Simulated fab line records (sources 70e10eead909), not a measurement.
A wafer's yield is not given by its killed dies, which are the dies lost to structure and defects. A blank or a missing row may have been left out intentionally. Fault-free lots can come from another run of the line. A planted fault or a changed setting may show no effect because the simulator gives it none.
Chamber matching :: flow nandHarc :: NHARC_A_CONTACT_DEP_85 on pecvd-04: 3 sister chambers
The step deposits SiON, target thk 60 nm. 3 wafers are shown with their chamber, then 8 later ones without.

== EACH WAFER AND ITS CHAMBER ==
wafer: L078.5
chamber: 2
showerheadVppV (V): 1091

wafer: L082.3
chamber: 1
showerheadVppV (V): 1130

wafer: L088.1
chamber: 0
showerheadVppV (V): 1180

== WAFERS WITHOUT THEIR CHAMBER ==
wafer: L088.4
showerheadVppV (V): 1170

wafer: L088.6
showerheadVppV (V): 1105

wafer: L092.2
showerheadVppV (V): 1093

wafer: L092.3
showerheadVppV (V): 1113

wafer: L092.4
showerheadVppV (V): 1098

wafer: L094.1
showerheadVppV (V): 1066

wafer: L094.4
showerheadVppV (V): 1194

wafer: L094.6
showerheadVppV (V): 1129

== CHAMBER TAKEN BY EACH ==
wafer: L088.4
from the rows above: 0
in truth: 0

wafer: L088.6
from the rows above: can't be placed: 2 or 1
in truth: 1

wafer: L092.2
from the rows above: 2
in truth: 2

wafer: L092.3
from the rows above: can't be placed: 1 or 2
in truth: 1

wafer: L092.4
from the rows above: can't be placed: 2 or 1
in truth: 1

wafer: L094.1
from the rows above: 2
in truth: 2

wafer: L094.4
from the rows above: 0
in truth: 0

wafer: L094.6
from the rows above: 1
in truth: 1
Placed correctly: 5 of 8. From these rows, 3 cannot be placed; in 3 the true chamber is one of the candidates. Wrongly placed: 0.
How it was worked out, from the rows above alone: a wafer's distance from a chamber is the root of the sum, over the readings, of the square of ((its reading less the chamber's mean) divided by the reading's scatter). If the next closest chamber is less than 2 further off than the closest, the wafer can't be placed; otherwise it belongs to the closest. For every chamber, the mean is computed from those of its wafers that are shown. The scatter (one wafer shown for each chamber): square how far every hidden wafer sits from the nearest shown wafer, average those squares and take the square root.
